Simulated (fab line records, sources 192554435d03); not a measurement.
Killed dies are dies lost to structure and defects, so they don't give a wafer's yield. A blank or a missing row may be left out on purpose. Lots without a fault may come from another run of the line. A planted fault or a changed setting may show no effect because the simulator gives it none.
Chamber matching | flow n5_finfet | N5_BEOL_M3_ETCH_63 on rie_diel-05: 4 sister chambers
The step etches SiARC in CF4, target depth 15.6 nm, time 26 s. 20 wafers are shown with their chamber, then 10 later ones without.

WAFERS WITH THEIR CHAMBER
wafer  | chamber | drypump_motor_current_A (A) | showerhead_plenum_p_Torr (Torr) | throttle_valve_pct (%)
L078.1 | 1       | 5.9                         | 2.27                            | 15.73
L078.3 | 2       | 5.5                         | 2.07                            | 15.66
L078.5 | 3       | 5.0                         | 2.10                            | 15.46
L074.2 | 0       | 4.7                         | 2.21                            | 15.83
L074.3 | 2       | 5.5                         | 2.07                            | 15.64
L074.4 | 3       | 4.9                         | 2.10                            | 15.44
L075.1 | 2       | 5.5                         | 2.07                            | 15.67
L075.4 | 0       | 4.7                         | 2.21                            | 15.82
L075.5 | 2       | 5.5                         | 2.07                            | 15.66
L079.3 | 1       | 5.9                         | 2.26                            | 15.73
L079.4 | 0       | 4.7                         | 2.21                            | 15.84
L079.6 | 2       | 5.5                         | 2.07                            | 15.68
L082.1 | 3       | 5.0                         | 2.10                            | 15.47
L082.4 | 2       | 5.5                         | 2.07                            | 15.68
L082.6 | 2       | 5.5                         | 2.07                            | 15.69
L083.1 | 0       | 4.7                         | 2.21                            | 15.85
L083.2 | 2       | 5.5                         | 2.07                            | 15.70
L083.6 | 1       | 5.9                         | 2.26                            | 15.74
L087.3 | 3       | 5.0                         | 2.09                            | 15.50
L087.4 | 1       | 5.9                         | 2.26                            | 15.79

SIGNATURES (means of the wafers above)
reading                  | chamber 0 | chamber 1 | chamber 2 | chamber 3 | scatter within a chamber
drypump_motor_current_A  | 4.700     | 5.900     | 5.500     | 4.975     | 0.0217
showerhead_plenum_p_Torr | 2.2100    | 2.2625    | 2.0700    | 2.0975    | 0.00306
throttle_valve_pct       | 15.8350   | 15.7475   | 15.6725   | 15.4675   | 0.0215
Rule: a wafer's distance from a chamber is the root of the sum, over the readings, of the square of ((its reading less the chamber's mean) divided by the reading's scatter). The wafer belongs to the nearest chamber; if the next one is less than 2 further off, it can't be placed. The scatter: the root of (the sum of the squares of (reading less its chamber's mean) over the shown wafers, divided by (wafers less chambers)).

WAFERS WITHOUT THEIR CHAMBER
wafer  | drypump_motor_current_A (A) | showerhead_plenum_p_Torr (Torr) | throttle_valve_pct (%)
L087.5 | 5.5                         | 2.06                            | 15.72
L089.1 | 4.7                         | 2.20                            | 15.88
L089.3 | 5.5                         | 2.06                            | 15.72
L089.4 | 5.5                         | 2.06                            | 15.73
L092.1 | 5.5                         | 2.06                            | 15.74
L092.3 | 5.9                         | 2.25                            | 15.80
L092.6 | 5.5                         | 2.06                            | 15.71
L096.1 | 5.5                         | 2.06                            | 15.73
L096.2 | 5.9                         | 2.25                            | 15.80
L096.4 | 4.7                         | 2.20                            | 15.92

WHICH CHAMBER EACH WENT THROUGH
wafer  | from the rows above | in truth
L087.5 | 2                   | 2
L089.1 | 0                   | 0
L089.3 | 2                   | 2
L089.4 | 2                   | 2
L092.1 | 2                   | 2
L092.3 | 1                   | 1
L092.6 | 2                   | 2
L096.1 | 2                   | 2
L096.2 | 1                   | 1
L096.4 | 0                   | 0
Placed correctly: 10 of 10. Can't be placed from these rows: 0. Placed wrongly: 0.
